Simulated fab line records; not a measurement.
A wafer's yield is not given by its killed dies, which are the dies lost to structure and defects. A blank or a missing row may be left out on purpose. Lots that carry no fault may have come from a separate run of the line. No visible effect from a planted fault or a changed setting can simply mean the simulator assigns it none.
The tool behind it: which one?	flow nandHarc	13 lots with 39 wafers sampled at 5 steps, on a route of 1159 steps

## WHAT THE GAUGES READ, wafer by wafer
NHARC_A_BONDPAD_THK_MEAS_20: measures by xrf. Usual: thkNm reads 169.5 nm (standard deviation 1.5).
lot	measured	on	thkNm (nm)	flag
L810	day 17 23:35	filmMetro-01	171.1 170.8 170.7	
L811	day 18 04:44	filmMetro-01	171.2 168.4 168.9	
L813	day 18 11:32	filmMetro-02	171.8 168.0 168.8	
L812	day 18 16:10	filmMetro-02	169.5 170.3 168.1	
L814	day 18 15:47	filmMetro-02	169.9 169.7 171.5	
L817	day 19 09:29	filmMetro-02	169.5 169.3 168.2	
L823	day 21 05:24	filmMetro-01	170.7 171.5	
L825	day 21 19:13	filmMetro-01	170.2 167.9 168.1	
L824	day 22 04:39	filmMetro-02	167.4 171.2	
L826	day 22 16:04	filmMetro-02	170.1 169.0 169.3	
L828	day 23 05:07	filmMetro-02	171.4 169.1 166.9	
L831	day 23 09:42	filmMetro-02	169.9 169.7 172.5	
L833	day 23 21:19	filmMetro-02	167.6 169.3 168.9	

NHARC_THIN_TSV_CD_MEAS_12 targets a cd of 1000 nm. Usual: cdNm reads 1000.0 nm (standard deviation 2.2).
lot	measured	on	cdNm (nm)	flag
L810	day 18 13:40	cdSem-02	1001.8 1000.6 1000.8	
L811	day 18 19:52	cdSem-03	999.8 1001.9 1001.1	
L813	day 19 02:12	cdSem-03	1002.0 999.5 999.4	
L812	day 19 07:35	cdSem-01	1000.9 1004.2 1002.6	
L814	day 19 03:23	cdSem-01	1001.2 1000.0 1003.9	
L817	day 19 22:59	cdSem-02	999.3 998.2 999.1	
L823	day 21 17:38	cdSem-02	998.1 994.7	
L825	day 22 10:34	cdSem-01	999.9 998.2 998.4	
L824	day 22 23:05	cdSem-02	999.0 999.9	
L826	day 23 08:15	cdSem-01	1000.7 997.8 996.8	
L828	day 23 18:02	cdSem-03	996.3 998.3 1000.4	
L831	day 24 00:16	cdSem-02	998.9 1000.9 999.1	
L833	day 24 10:20	cdSem-01	998.1 999.2 1001.7	

NHARC_END_SORT_01. Usual: defectLimitedYield 95.7 %, standard deviation 1.4; killedAtArray 25, standard deviation 9.2; killedAtOther 0.9, standard deviation 1.3; killedAtPeriphery 3.3, standard deviation 2.3; killedDies 29, standard deviation 9.6; killedOpen 3.2, standard deviation 1.8; killedShort 2, standard deviation 1.4; sort_bin_2_pct 1.3 %, standard deviation 0.65; sort_bin_3_pct 0.25 %, standard deviation 0.21; sort_bin_4_pct 2.8 %, standard deviation 0.9; sortNPass 648, standard deviation 9.6; sortRimYieldPct 94 %, standard deviation 3; sortYieldPct 95.7 %, standard deviation 1.4.
lot	measured	on	defectLimitedYield (%)	killedAtArray	killedAtOther	killedAtPeriphery	killedDies	killedOpen	killedShort	sort_bin_2_pct (%)	sort_bin_3_pct (%)	sort_bin_4_pct (%)	sortNPass	sortRimYieldPct (%)	sortYieldPct (%)	flag
L810	day 19 03:37	prober-02	96.8 96.0 96.9	19 17 12	0 3 0	3 7 9	22 27 21	0 2 1	5 3 1	0.9 1.5 0.9	0.15 0.15 0.30	2.2 2.4 1.9	655 650 656	98 95 97	96.8 96.0 96.9	
L811	day 19 11:17	prober-01	93.8 96.0 96.2	39 27 25	0 0 1	3 0 0	42 27 26	5 1 2	5 2 1	0.9 1.0 1.5	0.44 0 0.15	4.9 3.0 2.2	635 650 651	96 94 95	93.8 96.0 96.2	
L813	day 19 23:46	prober-02	96.9 97.6 96.6	18 15 18	0 0 0	3 1 5	21 16 23	1 0 3	2 0 3	1.0 0.6 1.2	0.15 0 0.30	1.9 1.8 1.9	656 661 654	94 96 97	96.9 97.6 96.6	
L812	day 20 03:02	prober-01	95.0 95.4 95.0	31 22 30	0 1 0	3 8 4	34 31 34	2 6 3	4 1 2	1.6 1.9 1.8	0.44 0.15 0.44	3.0 2.5 2.8	643 646 643	93 94 94	95.0 95.4 95.0	
L814	day 19 19:08	prober-01	95.6 96.0 95.1	22 25 27	3 1 1	5 1 5	30 27 33	2 1 6	5 2 4	1.3 1.3 1.6	0.59 0 0	2.5 2.7 3.2	647 650 644	92 92 90	95.6 96.0 95.1	
L817	day 20 15:04	prober-02	95.0 94.4 94.4	33 38 37	0 0 0	1 0 1	34 38 38	4 3 6	1 1 1	2.2 1.3 1.9	0.30 0.44 0.59	2.5 3.8 3.1	643 639 639	92 92 87	95.0 94.4 94.4	
L823	day 22 10:40	prober-01	96.6 0 96.9	20 676 20	0 0 0	3 1 1	23 677 21	6 3 3	2 3 0	1.0 97.5 0.6	0.15 0.30 0	2.2 2.2 2.5	654 0 656	99 0 97	96.6 0 96.9	OFF
L825	day 23 03:07	prober-01	97.0 97.8 96.9	12 10 13	4 1 4	4 4 4	20 15 21	9 2 4	1 2 2	1.3 0.7 0.4	0.15 0 0	1.5 1.5 2.7	657 662 656	97 97 98	97.0 97.8 96.9	
L824	day 23 14:02	prober-02	96.0 0 95.1	24 674 27	2 2 5	1 1 1	27 677 33	3 0 4	5 2 5	1.0 97.2 1.9	0.44 0.74 0.44	2.5 2.1 2.5	650 0 644	96 0 97	96.0 0 95.1	OFF
L826	day 24 00:28	prober-01	95.6 93.9 94.4	25 37 36	0 1 0	5 3 2	30 41 38	2 1 3	3 3 2	1.0 2.1 2.2	0.59 0.15 0.44	2.8 3.8 3.0	647 636 639	93 89 88	95.6 93.9 94.4	
L828	day 24 16:02	prober-02	95.1 94.8 93.6	29 31 37	1 0 0	3 4 6	33 35 43	3 4 3	2 1 0	2.2 1.3 2.7	0.44 0.74 0.30	2.2 3.1 3.4	644 642 634	88 90 92	95.1 94.8 93.6	
L831	day 24 23:00	prober-02	93.5 92.6 93.8	39 43 38	0 1 1	5 6 3	44 50 42	2 4 1	1 1 0	2.4 3.1 1.3	0.59 0.15 0.30	3.5 4.1 4.6	633 627 635	85 91 92	93.5 92.6 93.8	
L833	day 25 14:29	prober-02	96.5 96.8 96.6	23 20 19	0 0 1	1 2 3	24 22 23	0 2 3	3 4 0	1.3 1.5 0.7	0.15 0.30 0.15	2.1 1.5 2.5	653 655 654	94 96 92	96.5 96.8 96.6	

## TOOL THAT RAN EACH LOT (tool first, then ch and the chambers of the sampled wafers, then the start)
lot	NHARC_A_M0_PVD_21	NHARC_THIN_TSV_PRE_CLEAN_50
L810	pvdSputter-01, day 17 12:41	pvdSputter-03, day 19 03:37 or earlier
L811	pvdSputter-01, day 17 18:14	pvdSputter-01, day 19 11:17 or earlier
L813	pvdSputter-03, day 18 00:43	pvdSputter-02, day 19 23:46 or earlier
L812	pvdSputter-01, day 18 04:59	pvdSputter-03, day 20 03:02 or earlier
L814	pvdSputter-03, day 18 05:22	pvdSputter-02, day 19 19:08 or earlier
L817	pvdSputter-02, day 18 23:31	pvdSputter-02, day 20 15:04 or earlier
L823	pvdSputter-01, day 20 19:23	pvdSputter-03, day 22 10:40 or earlier
L825	pvdSputter-03, day 21 09:13	pvdSputter-02, day 23 03:07 or earlier
L824	pvdSputter-01, day 21 18:24	pvdSputter-01, day 23 14:02 or earlier
L826	pvdSputter-02, day 22 06:12	pvdSputter-01, day 24 00:28 or earlier
L828	pvdSputter-03, day 22 19:01	pvdSputter-02, day 24 16:02 or earlier
L831	pvdSputter-03, day 22 23:36	pvdSputter-02, day 24 23:00 or earlier
L833	pvdSputter-02, day 23 11:04	pvdSputter-02, day 25 14:29 or earlier
- NHARC_A_M0_PVD_21: deposits Cu, target thk 30 nm, time 20.49 s.
- NHARC_THIN_TSV_PRE_CLEAN_50: time 30 s.

## WHAT THE TOOLS THEMSELVES READ (means of the sampled wafers that have a number; where no wafer has one, the mark that the record gives instead)
NHARC_A_M0_PVD_21. Usual: cathodeDcPowerW 5000.1 W, standard deviation 0.89; throttleValvePct 30.4 %, standard deviation 0.87.
lot	tool	cathodeDcPowerW (W)	throttleValvePct (%)	flag
L810	pvdSputter-01	5001.1	30.1	
L811	pvdSputter-01	5000.3	30.1	
L813	pvdSputter-03	5000.5	30.4	
L812	pvdSputter-01	5000.4	30.4	
L814	pvdSputter-03	5000.1	30.0	
L817	pvdSputter-02	5000.0	30.4	
L823	pvdSputter-01	5000.6	31.0	
L825	pvdSputter-03	5000.0	30.0	
L824	pvdSputter-01	5000.4	30.5	
L826	pvdSputter-02	5000.5	29.8	
L828	pvdSputter-03	4999.7	30.1	
L831	pvdSputter-03	4999.5	30.7	
L833	pvdSputter-02	5000.7	29.6	

NHARC_THIN_TSV_PRE_CLEAN_50. Usual: heaterPowerW reads 393 W (standard deviation 33).
lot	tool	heaterPowerW (W)	flag
L810	pvdSputter-03	420	
L811	pvdSputter-01	395	
L813	pvdSputter-02	342	
L812	pvdSputter-03	409	
L814	pvdSputter-02	387	
L817	pvdSputter-02	386	
L823	pvdSputter-03	436	
L825	pvdSputter-02	380	
L824	pvdSputter-01	404	
L826	pvdSputter-01	386	
L828	pvdSputter-02	354	
L831	pvdSputter-02	385	
L833	pvdSputter-02	366	

## THE ANSWER, worked out from the rows above alone
Rule: take the mean of a lot's wafers that have a number; if it is more than 3 standard deviations from the usual mean, the lot is off. Also off: a lot with no number at a reading for which 4 or more lots have one. Any other lot the step has rows for is counted as sound. After the gauges, taken in route order, come the tools' own readings; for these a lot's mean is taken, as printed above. The first step at which some lot is off is used, and at that step the reading that is off furthest; a lot without a number counts as furthest.
Off at NHARC_END_SORT_01 (sort_bin_2_pct): L823, L824.
A tool fits if, at a process step before that reading, it ran every lot that is off, and no sound lot after the first of them. Gauges at NHARC_END_SORT_01: tried the same way as those tools. NHARC_THIN_TSV_PRE_CLEAN_50 gives no start for some lots, so the hours and the order of its lots are those of NHARC_END_SORT_01. One candidate fits, namely pvdSputter-01 at NHARC_A_M0_PVD_21. A fault onset in the window from L812 (day 18 04:59, its last sound lot) to L823 (day 20 19:23, its first lot off) fits.

## WHAT THE SIMULATOR PUT IN
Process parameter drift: pvdSputter-01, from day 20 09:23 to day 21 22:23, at NHARC_A_M0_PVD_21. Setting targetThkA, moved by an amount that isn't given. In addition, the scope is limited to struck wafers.
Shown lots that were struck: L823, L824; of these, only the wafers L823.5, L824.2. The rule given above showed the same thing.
